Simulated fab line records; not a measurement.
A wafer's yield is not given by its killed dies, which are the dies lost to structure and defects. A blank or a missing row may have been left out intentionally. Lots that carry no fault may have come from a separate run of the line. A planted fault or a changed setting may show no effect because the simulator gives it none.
Which tool did it? / flow nandHarc / 25 wafers from 9 lots sampled at 2 of the route's 1302 steps

WHAT THE GAUGES SHOWED, per wafer
NHARC_A_CHANNEL_HOLE_D2_CD_MEAS_10: the cd target is 100 nm.
lot=L924; measured=day 13 15:27; on=cdSem-03; cdNm (nm)=100.1 100.1 100.4
lot=L926; measured=day 14 10:05; on=cdSem-01; cdNm (nm)=99.7 99.8 99.6
lot=L934; measured=day 17 12:37; on=cdSem-01; cdNm (nm)=100.4 100.4 100.2
lot=L935; measured=day 18 01:19; on=cdSem-03; cdNm (nm)=89.8 99.5 90.0 90.0 99.8 89.5
lot=L937; measured=day 19 07:43; on=cdSem-02; cdNm (nm)=89.2 89.9
lot=L938; measured=day 19 18:27; on=cdSem-03; cdNm (nm)=100.4 100.0 100.5
lot=L942; measured=day 21 01:41; on=cdSem-02; cdNm (nm)=99.8 99.7 99.6
lot=L943; measured=day 21 20:05; on=cdSem-03; cdNm (nm)=100.0 99.7 99.4
lot=L944; measured=day 21 20:25; on=cdSem-01; cdNm (nm)=101.0 100.3 100.8

WHAT TOOL EACH LOT RAN ON (gives the tool, then ch and the chambers of the sampled wafers, and finally the start)
lot=L924; NHARC_A_CHANNEL_HOLE_D2_PEB_08=lithoTrack-04 ch 0, day 13 15:22
lot=L926; NHARC_A_CHANNEL_HOLE_D2_PEB_08=lithoTrack-06 ch 0, day 14 10:01
lot=L934; NHARC_A_CHANNEL_HOLE_D2_PEB_08=lithoTrack-04 ch 0, day 17 12:32
lot=L935; NHARC_A_CHANNEL_HOLE_D2_PEB_08=lithoTrack-06 ch 0, day 18 01:13
lot=L937; NHARC_A_CHANNEL_HOLE_D2_PEB_08=lithoTrack-06 ch 0, day 19 07:38
lot=L938; NHARC_A_CHANNEL_HOLE_D2_PEB_08=lithoTrack-01 ch 0, day 19 18:22
lot=L942; NHARC_A_CHANNEL_HOLE_D2_PEB_08=lithoTrack-01 ch 0, day 21 01:36
lot=L943; NHARC_A_CHANNEL_HOLE_D2_PEB_08=lithoTrack-04 ch 0, day 21 20:00
lot=L944; NHARC_A_CHANNEL_HOLE_D2_PEB_08=lithoTrack-01 ch 0, day 21 20:20
- NHARC_A_CHANNEL_HOLE_D2_PEB_08: peb time 65 s.

THE ANSWER, worked out from the rows above alone
Rule: usual is defined by the lots themselves. Put in order of their means at a reading, lots are off if they are a third of the lots or fewer, leave a main group of 4 or more, and stand apart from it by a gap of 3 or more times the standard deviation of the main group's means; of several such gaps the widest counts. Not used: any main group whose means are identical at the precision the tables above print for the reading. A lot without any number at a reading at which 4 lots or more have one is off too. The other lots that the step has rows for count as sound.
Off, at NHARC_A_CHANNEL_HOLE_D2_CD_MEAS_10 on cdNm: L935, L937. Mean 100.1 nm and standard deviation 0.37 in the main group.
If a tool, at a process step before that reading, ran all the lots that are off and no sound lot after the first of them, it fits. Those tools and the gauges at NHARC_A_CHANNEL_HOLE_D2_CD_MEAS_10 are tried in the same way. One fits: NHARC_A_CHANNEL_HOLE_D2_PEB_08 on lithoTrack-06. A fault onset in the window from L926 (day 14 10:01, its last sound lot) to L935 (day 18 01:13, its first lot off) fits.

WHAT HAD BEEN PUT IN BY THE SIMULATOR
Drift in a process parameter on lithoTrack-06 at NHARC_A_CHANNEL_HOLE_D2_PEB_08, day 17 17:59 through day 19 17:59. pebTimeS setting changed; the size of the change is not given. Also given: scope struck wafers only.
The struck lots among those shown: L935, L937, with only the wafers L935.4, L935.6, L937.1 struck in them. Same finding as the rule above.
